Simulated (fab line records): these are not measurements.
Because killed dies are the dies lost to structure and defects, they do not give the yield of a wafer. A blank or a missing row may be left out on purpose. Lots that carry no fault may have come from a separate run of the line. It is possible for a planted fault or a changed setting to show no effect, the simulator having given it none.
Chamber matching	flow n5Finfet	N5_FIN_SAQP_PECVD_06 on pecvd-03: 3 sister chambers
The step deposits a-Si from SiH4/He, target thk 60 nm, time 48.1 s. 16 wafers are shown with their chamber, then 8 later ones without.

## EACH WAFER AND ITS CHAMBER
wafer	chamber	throttleValvePct (%)	showerheadPlenumPTorr (Torr)	heaterPowerW (W)
L075.2	1	19.5	5.679	900
L075.3	0	17.9	5.641	719
L075.5	0	18.0	5.625	719
L081.4	2	17.1	5.691	968
L081.5	0	18.0	5.630	717
L081.6	1	19.5	5.676	967
L082.1	0	17.9	5.629	793
L082.2	2	17.2	5.687	945
L082.4	2	17.2	5.686	931
L083.1	0	18.1	5.632	804
L083.4	0	18.2	5.645	798
L083.5	1	19.3	5.673	995
L085.1	2	17.4	5.691	959
L085.2	0	18.0	5.638	817
L085.6	1	19.6	5.663	966
L094.2	2	17.5	5.698	878

SIGNATURES, as means of the wafers listed above
reading	chamber 0	chamber 1	chamber 2	scatter within a chamber
throttleValvePct	18.014	19.475	17.280	0.131
showerheadPlenumPTorr	5.63429	5.67275	5.69060	0.00648
heaterPowerW	766.71	957.00	936.20	41.6
Rule: for each reading, subtract the chamber's mean from the wafer's reading, divide by that reading's scatter and square the result; add these up over the readings and take the root, which gives the wafer's distance from the chamber. If the next closest chamber is less than 2 further off than the closest, the wafer can't be placed; otherwise it belongs to the closest. The scatter: the root of (the sum of the squares of (reading less its chamber's mean) over the shown wafers, divided by (wafers less chambers)).

## WAFERS WITH NO CHAMBER GIVEN
wafer	throttleValvePct (%)	showerheadPlenumPTorr (Torr)	heaterPowerW (W)
L094.3	18.1	5.643	746
L094.4	17.5	5.693	878
L095.3	17.4	5.688	921
L095.4	17.6	5.705	936
L095.5	19.3	5.671	995
L096.2	17.3	5.682	911
L096.3	19.5	5.683	854
L096.5	18.0	5.650	680

## WHICH CHAMBER EACH WENT THROUGH
wafer	from the rows above	in truth
L094.3	0	0
L094.4	2	2
L095.3	2	2
L095.4	2	2
L095.5	1	1
L096.2	2	2
L096.3	1	1
L096.5	0	0
8 of 8 placed correctly. Can't be placed from these rows: 0. Placed wrongly: 0.
